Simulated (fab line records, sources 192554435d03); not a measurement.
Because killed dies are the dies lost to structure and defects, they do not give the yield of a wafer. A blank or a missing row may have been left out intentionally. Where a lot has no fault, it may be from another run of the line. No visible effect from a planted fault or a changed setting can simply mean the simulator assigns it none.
Which of the tools did it? || flow n5 finfet || 30 wafers from 10 lots sampled at 2 of the route's 1938 steps

## WHAT THE GAUGES READ, wafer by wafer
N5_BEOL_M14_CD_MEAS_28 targets a cd of 284.4 nm.
{"lot": "L175", "measured": "day 11 16:29", "on": "cd sem-01", "cd nm (nm)": "289.1 285.3 285.5"}
{"lot": "L177", "measured": "day 12 14:30", "on": "cd sem-02", "cd nm (nm)": "281.4 286.4 285.8"}
{"lot": "L180", "measured": "day 12 23:27", "on": "cd sem-02", "cd nm (nm)": "287.3 284.7 284.4"}
{"lot": "L182", "measured": "day 13 23:11", "on": "cd sem-01", "cd nm (nm)": "282.4 281.6 285.1"}
{"lot": "L184", "measured": "day 14 10:46", "on": "cd sem-03", "cd nm (nm)": "284.1 284.1 287.7"}
{"lot": "L190", "measured": "day 15 09:24", "on": "cd sem-01", "cd nm (nm)": "283.7 284.0 287.7"}
{"lot": "L192", "measured": "day 16 06:07", "on": "cd sem-03", "cd nm (nm)": "281.2 283.8 283.2"}
{"lot": "L193", "measured": "day 16 11:40", "on": "cd sem-03", "cd nm (nm)": "285.9 284.5 281.8"}
{"lot": "L196", "measured": "day 17 02:16", "on": "cd sem-01", "cd nm (nm)": "286.0 284.1 280.5"}
{"lot": "L195", "measured": "day 17 02:50", "on": "cd sem-03", "cd nm (nm)": "287.5 282.8 282.9"}

N5_BEOL_M14_INSPECT_30: inspects for defects (macro).
{"lot": "L175", "measured": "day 11 16:32", "on": "defect inspect-01", "raw defect count": "0 1 5"}
{"lot": "L177", "measured": "day 12 14:34", "on": "defect inspect-02", "raw defect count": "1 0 3"}
{"lot": "L180", "measured": "day 12 23:31", "on": "defect inspect-01", "raw defect count": "1 2 0"}
{"lot": "L182", "measured": "day 13 23:14", "on": "defect inspect-01", "raw defect count": "3 3 2"}
{"lot": "L184", "measured": "day 14 10:49", "on": "defect inspect-02", "raw defect count": "4 1 3"}
{"lot": "L190", "measured": "day 15 09:28", "on": "defect inspect-01", "raw defect count": "1 3 0"}
{"lot": "L192", "measured": "day 16 06:10", "on": "defect inspect-01", "raw defect count": "2 0 0"}
{"lot": "L193", "measured": "day 16 11:43", "on": "defect inspect-02", "raw defect count": "2 1 3"}
{"lot": "L196", "measured": "day 17 02:19", "on": "defect inspect-01", "raw defect count": "3 2 4"}
{"lot": "L195", "measured": "day 17 02:53", "on": "defect inspect-01", "raw defect count": "2 1 2"}

## TOOL THAT RAN EACH LOT (tool first, then ch and the chambers of the sampled wafers, then the start)
Before these readings, the record contains no process step.

## AS READ BY THE TOOLS THEMSELVES (means over the sampled wafers that have a number; for cases with no such wafer, the mark the record gives instead)
The record holds no such reading with a usual standard deviation.

## THE ANSWER, worked out from the rows above alone
Rule: the lots themselves supply what counts as usual. The widest of any qualifying gaps counts: lots, ordered by their means at a reading, are off when they make up no more than a third of the lots, leave a main group of 4 or more, and stand apart from it by 3 or more times the standard deviation of that group's means. The tables above print the reading to a certain number of digits; a main group whose means all agree to those digits is not used. Also off: a lot with no number at a reading for which 4 or more lots have one. The other lots that the step has rows for count as sound. Order of review: gauges by route order, followed by the tools' own readings, for which a lot's mean as printed above is used. At the first step where some lot is off, the reading lying furthest off is the one used; lots without a number count as furthest.
Nothing can be told from this: no lot is off at any reading shown.

## WHAT THE SIMULATOR HAD PUT IN
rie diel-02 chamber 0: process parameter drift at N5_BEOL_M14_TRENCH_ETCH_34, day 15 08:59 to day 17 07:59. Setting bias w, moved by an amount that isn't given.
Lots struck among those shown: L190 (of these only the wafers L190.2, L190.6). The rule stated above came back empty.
